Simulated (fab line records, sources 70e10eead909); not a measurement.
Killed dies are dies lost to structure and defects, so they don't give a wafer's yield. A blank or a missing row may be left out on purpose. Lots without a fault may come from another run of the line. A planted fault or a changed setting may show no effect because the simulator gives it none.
Chamber matching | flow nand_harc | NHARC_A_M0_PRE_CLEAN_31 on pecvd-03: 3 sister chambers
The step time 12 s. 3 wafers are shown with their chamber, then 8 later ones without.

WAFERS WITH THEIR CHAMBER
wafer  | chamber | heater_power_w (W)
L087.3 | 2       | 579
L087.6 | 1       | 567
L089.3 | 0       | 644

WAFERS WITHOUT THEIR CHAMBER
wafer  | heater_power_w (W)
L089.4 | 647
L089.5 | 608
L090.2 | 703
L090.3 | 568
L090.6 | 528
L092.3 | 688
L092.4 | 661
L092.5 | 612

WHICH CHAMBER EACH WENT THROUGH
wafer  | from the rows above          | in truth
L089.4 | can't be placed: 0 or 2      | 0
L089.5 | can't be placed: 2 or 0 or 1 | 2
L090.2 | can't be placed: 0 or 2      | 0
L090.3 | can't be placed: 1 or 2      | 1
L090.6 | can't be placed: 1 or 2      | 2
L092.3 | can't be placed: 0 or 2      | 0
L092.4 | can't be placed: 0 or 2      | 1
L092.5 | can't be placed: 0 or 2 or 1 | 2
Placed correctly: 0 of 8. Can't be placed from these rows: 8 (the true chamber is among the candidates in 7). Placed wrongly: 0.
How it was worked out, from the rows above alone: a wafer's distance from a chamber is the root of the sum, over the readings, of the square of ((its reading less the chamber's mean) divided by the reading's scatter). The wafer belongs to the nearest chamber; if the next one is less than 2 further off, it can't be placed. A chamber's mean is the mean of its shown wafers. The scatter: with one shown wafer a chamber, the root of the mean of the squares of how far each hidden wafer lies from its nearest shown one.
